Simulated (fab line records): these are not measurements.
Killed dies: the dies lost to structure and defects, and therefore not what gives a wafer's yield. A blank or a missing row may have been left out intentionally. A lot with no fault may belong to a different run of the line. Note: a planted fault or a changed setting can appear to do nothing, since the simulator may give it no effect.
Which tool was responsible? ; flow n5_finfet ; 36 wafers from 12 lots sampled at 2 of the route's 1938 steps

== WHAT THE GAUGES READ, wafer by wafer ==
N5_PMOS_HMC_CHANNEL_EPI_THK_MEAS_22. Usual: HMC_CMP_THK gives 53.6 nm (standard deviation 0.6).
lot;measured;on;HMC_CMP_THK (nm);flag
L660;day 2 01:58;film_metro-01;55.0 55.0 54.5;
L662;day 2 13:28;film_metro-02;53.5 52.9 53.6;
L664;day 3 01:48;film_metro-02;54.0 52.9 53.0;
L665;day 3 08:04;film_metro-01;54.0 53.4 52.9;
L667;day 3 20:14;film_metro-01;52.6 53.2 52.5;
L675;day 5 20:40;film_metro-01;53.0 53.5 53.2;
L676;day 6 01:50;film_metro-01;53.8 52.8 53.1;
L677;day 6 07:51;film_metro-01;53.8 53.5 53.5;
L678;day 6 13:37;film_metro-02;54.4 54.0 53.8;
L679;day 6 20:46;film_metro-01;54.4 54.7 53.7;
L681;day 7 08:32;film_metro-02;53.0 53.9 53.3;
L682;day 7 17:50;film_metro-02;52.6 53.1 53.1;

== EACH LOT AND THE TOOL THAT RAN IT (in order: tool; ch and the chambers of the sampled wafers; start) ==
lot;N5_PMOS_HMC_CHANNEL_EPI_HM_DEP_34
L660;pecvd-04 ch 0,1, day 1 23:13
L662;pecvd-02 ch 0,1, day 2 10:40
L664;pecvd-04 ch 0,1,2, day 2 22:58
L665;pecvd-04 ch 0, day 3 05:02
L667;pecvd-04 ch 0,1, day 3 17:11
L675;pecvd-03 ch 1,2, day 5 16:58
L676;pecvd-03 ch 1,2, day 5 23:04
L677;pecvd-04 ch 1,2, day 6 05:13
L678;pecvd-03 ch 0,1,2, day 6 10:52
L679;pecvd-03 ch 1,2, day 6 16:49
L681;pecvd-03 ch 0,1,2, day 7 05:53
L682;pecvd-04 ch 0,1, day 7 15:05
- N5_PMOS_HMC_CHANNEL_EPI_HM_DEP_34: deposits SiO2 from TEOS/O2, target thk 36 nm, time 6.9 s.

== AS READ BY THE TOOLS THEMSELVES (means over the sampled wafers that have a number; for cases with no such wafer, the mark the record gives instead) ==
N5_PMOS_HMC_CHANNEL_EPI_HM_DEP_34. Usual: heater_power_w 530 W, standard deviation 62; rf_fwd_power_W 888 W, standard deviation 4.7; showerhead_plenum_p_Torr 8.33 Torr, standard deviation 0.03; throttle_valve_pct 18.7 %, standard deviation 0.68.
lot;tool;heater_power_w (W);rf_fwd_power_W (W);showerhead_plenum_p_Torr (Torr);throttle_valve_pct (%);flag
L660;pecvd-04;494;889;8.36;18.2;
L662;pecvd-02;477;887;8.35;18.2;
L664;pecvd-04;578;889;8.35;18.5;
L665;pecvd-04;541;893;8.36;19.1;
L667;pecvd-04;511;888;8.37;18.7;
L675;pecvd-03;531;883;8.31;19.4;
L676;pecvd-03;553;887;8.30;18.5;
L677;pecvd-04;488;889;8.33;18.2;
L678;pecvd-03;479;889;8.32;19.0;
L679;pecvd-03;509;883;8.30;19.3;
L681;pecvd-03;505;889;8.32;18.9;
L682;pecvd-04;566;888;8.36;18.4;

== THE ANSWER, worked out from the rows above alone ==
Rule: a lot is off if the mean of its wafers that have a number lies more than 3 standard deviations from the usual mean. A lot without any number at a reading at which 4 lots or more have one is off too. Any other lot the step has rows for is counted as sound. First the gauges in route order, then the tools' own readings, where a lot's mean is used as printed above. The first step at which some lot is off is used, and at that step the reading that is off furthest; a lot without a number counts as furthest.
None of the lots is off at any reading shown; this tells nothing.

== WHAT THE SIMULATOR HAD INSERTED ==
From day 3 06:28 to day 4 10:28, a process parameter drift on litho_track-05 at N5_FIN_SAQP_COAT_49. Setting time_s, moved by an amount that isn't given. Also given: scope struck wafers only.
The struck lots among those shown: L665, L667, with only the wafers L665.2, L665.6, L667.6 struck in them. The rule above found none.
